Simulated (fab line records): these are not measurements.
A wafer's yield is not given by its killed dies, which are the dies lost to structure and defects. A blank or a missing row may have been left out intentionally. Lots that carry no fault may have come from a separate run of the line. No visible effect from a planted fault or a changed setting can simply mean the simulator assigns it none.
Chamber matching	flow nandHarc	4 sister chambers for NHARC_P_GATE_DESCUM_13 on rieDiel-07
The step chemistry O2, time 3 s. 14 wafers are shown with their chamber, then 7 later ones without.

== WAFERS WITH THEIR CHAMBER ==
wafer	chamber	showerheadPlenumPTorr (Torr)	rfVppV (V)	throttleValvePct (%)
L755.4	0	1.98	58.3	11.304
L755.5	3	1.83	57.2	11.323
L755.6	0	1.98	58.4	11.313
L759.4	0	1.97	56.7	11.309
L759.5	3	1.83	58.0	11.305
L759.6	2	1.99	58.0	11.315
L767.1	3	1.83	56.8	11.313
L767.3	0	1.97	60.0	11.311
L767.6	1	2.02	58.4	11.315
L769.1	2	1.99	58.1	11.341
L769.3	0	1.97	58.8	11.314
L769.6	2	1.99	58.2	11.318
L770.4	1	2.02	58.2	11.303
L770.5	0	1.97	59.0	11.303

SIGNATURES (means of the wafers above)
reading	chamber 0	chamber 1	chamber 2	chamber 3	scatter within a chamber
showerheadPlenumPTorr	1.9733	2.0200	1.9900	1.8300	0.00365
rfVppV	58.533	58.300	58.100	57.333	0.816
throttleValvePct	11.30900	11.30900	11.32467	11.31367	0.00863
Rule: for a wafer and a chamber, the distance is found by dividing, reading by reading, the gap between the wafer's reading and the chamber's mean by the reading's scatter, squaring, summing and taking the root. If the next closest chamber is less than 2 further off than the closest, the wafer can't be placed; otherwise it belongs to the closest. How the scatter is found: for the shown wafers, subtract from each reading the mean of its chamber, square and add these, divide the total by (wafers less chambers), then take the root.

== WAFERS WITH NO CHAMBER GIVEN ==
wafer	showerheadPlenumPTorr (Torr)	rfVppV (V)	throttleValvePct (%)
L770.6	2.02	56.9	11.311
L772.1	1.97	56.7	11.322
L772.3	1.83	57.7	11.323
L772.4	2.02	56.8	11.309
L776.3	1.99	58.4	11.307
L776.4	1.83	57.5	11.323
L776.6	1.83	57.3	11.316

== WHICH CHAMBER EACH WENT THROUGH ==
wafer	from the rows above	in truth
L770.6	1	1
L772.1	0	0
L772.3	3	3
L772.4	1	1
L776.3	2	2
L776.4	3	3
L776.6	3	3
Correct placement for 7 of the 7. Not placeable from these rows: 0. Number placed wrongly: 0.
